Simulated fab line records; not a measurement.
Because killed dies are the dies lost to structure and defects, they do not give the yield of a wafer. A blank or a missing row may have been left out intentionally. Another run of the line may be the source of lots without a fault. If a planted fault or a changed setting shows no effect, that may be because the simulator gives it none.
Which tool did it? + flow nandHarc + 37 wafers from 13 lots sampled at 5 of the route's 1159 steps

WHAT EACH GAUGE READ, for each wafer
NHARC_A_CONTACT_CD_MEAS_08: the cd target is 100 nm.
| lot  | measured     | on       | cdNm (nm)         |
|------|--------------|----------|-------------------|
| L715 | day 17 06:34 | cdSem-01 | 100.3 100.2 100.1 |
| L718 | day 19 00:19 | cdSem-01 | 100.7 100.8 101.1 |
| L719 | day 19 11:35 | cdSem-01 | 99.7 100.4 99.6   |
| L723 | day 21 14:19 | cdSem-03 | 100.1 100.7 100.2 |
| L724 | day 21 14:32 | cdSem-01 | 100.0 100.0 99.9  |
| L721 | day 22 07:02 | cdSem-01 | 100.6 100.0       |
| L728 | day 22 19:00 | cdSem-03 | 99.7 99.2         |
| L731 | day 22 21:25 | cdSem-02 | 100.2 100.8 100.0 |
| L733 | day 22 23:55 | cdSem-01 | 100.0 99.8 99.9   |
| L735 | day 24 00:20 | cdSem-03 | 100.2 100.3 99.6  |
| L734 | day 24 03:02 | cdSem-02 | 99.6 100.3 100.0  |
| L737 | day 24 05:28 | cdSem-01 | 99.8 99.3 100.0   |
| L736 | day 24 15:16 | cdSem-01 | 100.2 99.8 100.2  |

NHARC_A_CONTACT_CD_MEAS_15.
| lot  | measured     | on       | cdNm (nm)      |
|------|--------------|----------|----------------|
| L715 | day 17 09:03 | cdSem-02 | 90.7 90.2 90.2 |
| L718 | day 19 02:50 | cdSem-02 | 90.0 90.4 90.0 |
| L719 | day 19 14:11 | cdSem-01 | 89.9 90.1 90.3 |
| L723 | day 21 17:14 | cdSem-01 | 89.9 90.0 89.9 |
| L724 | day 21 17:06 | cdSem-03 | 88.6 89.7 89.7 |
| L721 | day 22 09:44 | cdSem-02 | 90.6 90.9      |
| L728 | day 22 21:58 | cdSem-01 | 89.5 89.6      |
| L731 | day 23 00:02 | cdSem-03 | 90.5 90.6 90.6 |
| L733 | day 23 02:25 | cdSem-02 | 90.3 89.8 90.3 |
| L735 | day 24 03:56 | cdSem-03 | 89.8 90.4 89.5 |
| L734 | day 24 05:35 | cdSem-01 | 90.0 90.3 90.8 |
| L737 | day 24 09:49 | cdSem-01 | 89.5 89.6 89.5 |
| L736 | day 24 18:05 | cdSem-02 | 89.5 89.8 90.0 |

NHARC_END_SORT_01.
| lot  | measured     | on        | killedAtArray | killedAtOther | killedAtPeriphery | killedDies | killedOpen | killedShort |
|------|--------------|-----------|---------------|---------------|-------------------|------------|------------|-------------|
| L721 | day 24 21:08 | prober-02 | 591 10        | 0 0           | 2 4               | 593 14     | 2 1        | 3 2         |
| L728 | day 26 02:17 | prober-01 | 603 33        | 1 5           | 2 4               | 606 42     | 3 5        | 4 4         |
| L731 | day 26 09:20 | prober-01 | 565 527 39    | 0 1 1         | 2 8 7             | 567 536 47 | 4 4 3      | 4 1 5       |

WHICH TOOL RAN EACH LOT (tool, then ch and the chambers of the sampled wafers, then the start)
| lot  | NHARC_A_CONTACT_ETCH_89                      | NHARC_A_CONTACT_ETCH_31           |
|------|----------------------------------------------|-----------------------------------|
| L715 | rieDiel-04 ch 1,2,3, day 17 07:20 or earlier | rieDiel-04 ch 2,3, day 17 07:20   |
| L718 | rieDiel-04 ch 0,1, day 19 01:07 or earlier   | rieDiel-04 ch 1,3, day 19 01:07   |
| L719 | rieDiel-13 ch 1,2,3, day 19 12:25 or earlier | rieDiel-13 ch 1,2,3, day 19 12:25 |
| L723 | rieDiel-04 ch 0,3, day 21 15:17 or earlier   | rieDiel-04 ch 0,3, day 21 15:17   |
| L724 | rieDiel-13 ch 0,2,3, day 21 15:25 or earlier | rieDiel-13 ch 2,3, day 21 15:25   |
| L721 | rieDiel-04 ch 0,3, day 22 07:53 or earlier   | rieDiel-04 ch 1,3, day 22 07:53   |
| L728 | rieDiel-04 ch 0,2, day 22 20:16 or earlier   | rieDiel-04 ch 1,3, day 22 20:16   |
| L731 | rieDiel-04 ch 0,2,3, day 22 22:20 or earlier | rieDiel-04 ch 0,1,2, day 22 22:20 |
| L733 | rieDiel-11 ch 2,3, day 23 00:45 or earlier   | rieDiel-11 ch 1,2, day 23 00:45   |
| L735 | rieDiel-13 ch 2,3, day 24 01:40 or earlier   | rieDiel-13 ch 1,2, day 24 01:40   |
| L734 | rieDiel-11 ch 1,2, day 24 03:58 or earlier   | rieDiel-11 ch 0,1,3, day 24 03:58 |
| L737 | rieDiel-13 ch 1,2, day 24 07:07 or earlier   | rieDiel-13 ch 2,3, day 24 07:07   |
| L736 | rieDiel-13 ch 0,2,3, day 24 16:25 or earlier | rieDiel-13 ch 0,2,3, day 24 16:25 |
- NHARC_A_CONTACT_ETCH_89: etches the open film in N2/H2, target depth 260 nm, time 475.3 s.
- NHARC_A_CONTACT_ETCH_31: etches the open film in O2/COS, target depth 2000 nm, time 520 s.

WHAT THE TOOLS THEMSELVES READ (means of the sampled wafers that have a number; where no wafer has one, the mark that the record gives instead)
NHARC_A_CONTACT_ETCH_89.
| lot  | tool       | chamberPressureMTorr (mTorr) | drypumpMotorCurrentA (A) | oesProductAu (a.u.) | rfVppV (V) | showerheadPlenumPTorr (Torr) | throttleValvePct (%) |
|------|------------|------------------------------|--------------------------|---------------------|------------|------------------------------|----------------------|
| L715 | rieDiel-04 | 30.007                       | 5.5                      | 0.998               | 430.2      | 2.03                         | 14.166               |
| L718 | rieDiel-04 | 30.034                       | 5.7                      | 1.001               | 427.6      | 1.94                         | 14.164               |
| L719 | rieDiel-13 | 30.000                       | 5.9                      | 1.008               | 429.4      | 2.02                         | 14.164               |
| L723 | rieDiel-04 | 29.997                       | 5.1                      | 1.001               | 429.3      | 1.99                         | 14.169               |
| L724 | rieDiel-13 | 30.000                       | 5.9                      | 1.000               | 430.3      | 2.05                         | 14.174               |
| L721 | rieDiel-04 | 30.027                       | 5.2                      | 0.996               | 428.5      | 1.97                         | 14.166               |
| L728 | rieDiel-04 | 29.986                       | 5.6                      | 1.003               | 428.4      | 1.95                         | 14.177               |
| L731 | rieDiel-04 | 30.002                       | 5.4                      | 0.996               | 428.8      | 1.98                         | 14.173               |
| L733 | rieDiel-11 | 30.000                       | 5.8                      | 1.010               | 428.6      | 1.96                         | 14.174               |
| L735 | rieDiel-13 | 29.981                       | 6.0                      | 1.005               | 429.4      | 1.98                         | 14.174               |
| L734 | rieDiel-11 | 30.013                       | 5.8                      | 0.996               | 428.5      | 1.99                         | 14.173               |
| L737 | rieDiel-13 | 30.015                       | 5.5                      | 1.002               | 427.5      | 1.93                         | 14.174               |
| L736 | rieDiel-13 | 30.014                       | 5.9                      | 0.997               | 429.7      | 2.04                         | 14.175               |

NHARC_A_CONTACT_ETCH_31.
| lot  | tool       | chamberPressureMTorr (mTorr) | drypumpMotorCurrentA (A) | o2FlowSccm (sccm) | oesProductAu (a.u.) | rfVppV (V) | showerheadPlenumPTorr (Torr) | throttleValvePct (%) |
|------|------------|------------------------------|--------------------------|-------------------|---------------------|------------|------------------------------|----------------------|
| L715 | rieDiel-04 | 20.016                       | 5.5                      | 400.1             | 0.996               | 313.9      | 3.10                         | 28.332               |
| L718 | rieDiel-04 | 20.004                       | 5.2                      | 400.1             | 0.990               | 314.7      | 3.12                         | 28.338               |
| L719 | rieDiel-13 | 19.999                       | 5.9                      | 399.4             | 1.004               | 313.8      | 3.09                         | 28.336               |
| L723 | rieDiel-04 | 19.989                       | 5.4                      | 398.8             | 0.998               | 312.9      | 2.99                         | 28.330               |
| L724 | rieDiel-13 | 19.989                       | 6.2                      | 399.7             | 0.995               | 315.1      | 3.19                         | 28.334               |
| L721 | rieDiel-04 | 19.995                       | 5.5                      | 399.0             | 0.925               | 313.2      | 3.10                         | 28.329               |
| L728 | rieDiel-04 | 20.016                       | 5.3                      | 399.6             | 0.922               | 314.4      | 3.10                         | 28.333               |
| L731 | rieDiel-04 | 20.000                       | 5.7                      | 400.6             | 0.900               | 313.8      | 3.03                         | 28.329               |
| L733 | rieDiel-11 | 20.008                       | 5.8                      | 399.7             | 1.001               | 313.4      | 3.05                         | 28.334               |
| L735 | rieDiel-13 | 19.994                       | 5.5                      | 400.1             | 1.004               | 311.7      | 2.97                         | 28.328               |
| L734 | rieDiel-11 | 19.998                       | 5.6                      | 399.0             | 1.006               | 314.9      | 3.17                         | 28.326               |
| L737 | rieDiel-13 | 19.996                       | 6.3                      | 398.6             | 1.005               | 314.5      | 3.18                         | 28.329               |
| L736 | rieDiel-13 | 20.001                       | 5.9                      | 398.9             | 1.002               | 314.7      | 3.12                         | 28.333               |

THE ANSWER, worked out from the rows above alone
Rule: usual is defined by the lots themselves. The widest of any qualifying gaps counts: lots, ordered by their means at a reading, are off when they make up no more than a third of the lots, leave a main group of 4 or more, and stand apart from it by 3 or more times the standard deviation of that group's means. A main group whose means are all the same, to the digits that the tables above print for the reading, isn't used. A lot without any number at a reading at which 4 lots or more have one is off too. Where the step has rows for the other lots, those lots are counted as sound. Order of review: gauges by route order, followed by the tools' own readings, for which a lot's mean as printed above is used. At the first step where some lot is off, the reading lying furthest off is the one used; lots without a number count as furthest.
Off: L721, L728, L731, at NHARC_A_CONTACT_ETCH_31 (oesProductAu). Main group: mean 1.000 a.u., sd 0.0049.
If a tool, at that step or one of the process steps before it, ran each lot that is off and ran no sound lot following the first of them, it fits. With no start given for some of its lots, NHARC_A_CONTACT_ETCH_89 uses the hours and lot order of NHARC_A_CONTACT_ETCH_31. One fits: NHARC_A_CONTACT_ETCH_89 and NHARC_A_CONTACT_ETCH_31 on rieDiel-04. At NHARC_A_CONTACT_ETCH_89 its last sound lot is L723 (day 21 15:17), its first lot that is off L721 (day 22 07:53): a fault that began between those two fits.

WHAT THE SIMULATOR PUT IN
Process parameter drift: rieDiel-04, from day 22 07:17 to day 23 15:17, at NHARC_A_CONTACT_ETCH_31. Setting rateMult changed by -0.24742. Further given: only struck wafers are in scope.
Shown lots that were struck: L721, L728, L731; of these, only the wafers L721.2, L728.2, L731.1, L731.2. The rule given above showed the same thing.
